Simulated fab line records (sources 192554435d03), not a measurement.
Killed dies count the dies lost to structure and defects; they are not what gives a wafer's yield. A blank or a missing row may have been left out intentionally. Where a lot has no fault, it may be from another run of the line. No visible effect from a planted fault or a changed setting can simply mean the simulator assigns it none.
Lot-split experiment / flow n5-finfet / 21 wafers read from 7 lots, route of 1938 steps

## SPLIT DETAILS
At N5_BEOL_M3_COAT_76 (time 60 s, resist thk 5 nm), the setting spin-rpm was moved away from the recipe's 1500 rpm on 6 of the 21 wafers read, by +4.1% to +9.1%. The other wafers ran this setting at the recipe's value.

## FROM THE SPLIT TO THE READING: what the file shows between them, 4 steps
- N5_BEOL_M3_EXPOSE_25: exposes mask V2, defocus 5 nm (also split here: dose-mj)
- N5_BEOL_M3_PEB_26: peb time 60 s
- N5_BEOL_M3_DEVELOP_27: develop time 30 s
- N5_BEOL_M3_DESCUM_33: chemistry O2, time 7 s

## THE READING
etch.depth-nm (the simulator's own value, which no gauge read), in nm, at N5_BEOL_M3_ETCH_77 (etches underlayer in N2/H2, target depth 6.5 nm, time 5.2 s). No usual value for it is given in the file. Across the 15 wafers here that went through the recipe, the average is 5.000 nm and the standard deviation 0.012 nm.

wafer=L074.3; tool, chamber at the split=litho-track-02, 0; spin-rpm as run, rpm=1500; against the recipe=recipe; etch.depth-nm, nm=5.011; against lot-mates on the recipe=-
wafer=L074.4; tool, chamber at the split=litho-track-02, 0; spin-rpm as run, rpm=1500; against the recipe=recipe; etch.depth-nm, nm=5; against lot-mates on the recipe=-
wafer=L074.6; tool, chamber at the split=litho-track-02, 0; spin-rpm as run, rpm=1500; against the recipe=recipe; etch.depth-nm, nm=4.998; against lot-mates on the recipe=-
wafer=L078.1; tool, chamber at the split=litho-track-04, 0; spin-rpm as run, rpm=1577; against the recipe=+5.1%; etch.depth-nm, nm=4.904; against lot-mates on the recipe=-0.109
wafer=L078.3; tool, chamber at the split=litho-track-04, 0; spin-rpm as run, rpm=1500; against the recipe=recipe; etch.depth-nm, nm=5.014; against lot-mates on the recipe=-
wafer=L078.4; tool, chamber at the split=litho-track-04, 0; spin-rpm as run, rpm=1500; against the recipe=recipe; etch.depth-nm, nm=5.011; against lot-mates on the recipe=-
wafer=L080.1; tool, chamber at the split=litho-track-04, 0; spin-rpm as run, rpm=1500; against the recipe=recipe; etch.depth-nm, nm=5.003; against lot-mates on the recipe=-
wafer=L080.3; tool, chamber at the split=litho-track-04, 0; spin-rpm as run, rpm=1637; against the recipe=+9.1%; etch.depth-nm, nm=4.784; against lot-mates on the recipe=-0.219
wafer=L080.5; tool, chamber at the split=litho-track-04, 0; spin-rpm as run, rpm=1637; against the recipe=+9.1%; etch.depth-nm, nm=4.791; against lot-mates on the recipe=-0.212
wafer=L082.1; tool, chamber at the split=litho-track-03, 0; spin-rpm as run, rpm=1570; against the recipe=+4.7%; etch.depth-nm, nm=4.89; against lot-mates on the recipe=-0.123
wafer=L082.3; tool, chamber at the split=litho-track-03, 0; spin-rpm as run, rpm=1500; against the recipe=recipe; etch.depth-nm, nm=5.024; against lot-mates on the recipe=-
wafer=L082.6; tool, chamber at the split=litho-track-03, 0; spin-rpm as run, rpm=1500; against the recipe=recipe; etch.depth-nm, nm=5.001; against lot-mates on the recipe=-
wafer=L086.1; tool, chamber at the split=litho-track-02, 0; spin-rpm as run, rpm=1500; against the recipe=recipe; etch.depth-nm, nm=4.993; against lot-mates on the recipe=-
wafer=L086.2; tool, chamber at the split=litho-track-02, 0; spin-rpm as run, rpm=1577; against the recipe=+5.1%; etch.depth-nm, nm=4.87; against lot-mates on the recipe=-0.119
wafer=L086.3; tool, chamber at the split=litho-track-02, 0; spin-rpm as run, rpm=1500; against the recipe=recipe; etch.depth-nm, nm=4.986; against lot-mates on the recipe=-
wafer=L090.3; tool, chamber at the split=litho-track-04, 0; spin-rpm as run, rpm=1500; against the recipe=recipe; etch.depth-nm, nm=5.002; against lot-mates on the recipe=-
wafer=L090.4; tool, chamber at the split=litho-track-04, 0; spin-rpm as run, rpm=1500; against the recipe=recipe; etch.depth-nm, nm=4.989; against lot-mates on the recipe=-
wafer=L090.6; tool, chamber at the split=litho-track-04, 0; spin-rpm as run, rpm=1500; against the recipe=recipe; etch.depth-nm, nm=4.993; against lot-mates on the recipe=-
wafer=L097.1; tool, chamber at the split=litho-track-03, 0; spin-rpm as run, rpm=1561; against the recipe=+4.1%; etch.depth-nm, nm=4.881; against lot-mates on the recipe=-0.107
wafer=L097.2; tool, chamber at the split=litho-track-03, 0; spin-rpm as run, rpm=1500; against the recipe=recipe; etch.depth-nm, nm=4.975; against lot-mates on the recipe=-
wafer=L097.3; tool, chamber at the split=litho-track-03, 0; spin-rpm as run, rpm=1500; against the recipe=recipe; etch.depth-nm, nm=5.001; against lot-mates on the recipe=-

FIT RESULTS
A straight line over all 21 wafers: etch.depth-nm changes by -0.0234 nm for each +1% of spin-rpm; r = -0.98; the points scatter about the line by 0.013 nm.
The same after taking each lot's own level away (the mean of its wafers on the recipe; 21 wafers): -0.0237 nm for each +1%; r = -0.99; scatter 0.0082 nm.
On that fit, the largest move of spin-rpm shifts the reading by 0.22 nm.
The span of the lots' own levels, 4.9880 to 5.0125 nm, comes to 2.1 times the standard deviation stated above.
The two slopes agree, so the slope changes little with the lot-to-lot level.
Check: with one of the wafers moved furthest among these (+9.1%) left out of the fit, the line predicts -0.215 nm for it against its lot-mates. Against them it came out at -0.219 nm.

## THE OTHER SPLITS THESE WAFERS WENT THROUGH
Other splits were also applied to these wafers ahead of the reading. Each is held against what the fit with the lots' levels taken away leaves over:
other split on the same wafers=N5_BEOL_M1_TRENCH_ETCH_37 bias-w; wafers away from the commonest value=9; r with etch.depth-nm (lot level and that fit taken away)=+0.22
other split on the same wafers=N5_BEOL_M2_COAT_62 spin-rpm; wafers away from the commonest value=6; r with etch.depth-nm (lot level and that fit taken away)=-0.13
other split on the same wafers=N5_BEOL_M2_COAT_73 temp-c; wafers away from the commonest value=6; r with etch.depth-nm (lot level and that fit taken away)=+0.15
other split on the same wafers=N5_BEOL_M3_EXPOSE_25 dose-mj; wafers away from the commonest value=4; r with etch.depth-nm (lot level and that fit taken away)=-0.22

## THE FILE'S OWN FIT
etch.depth-nm changes by -0.0238 nm for each +1% of spin-rpm, r = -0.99.
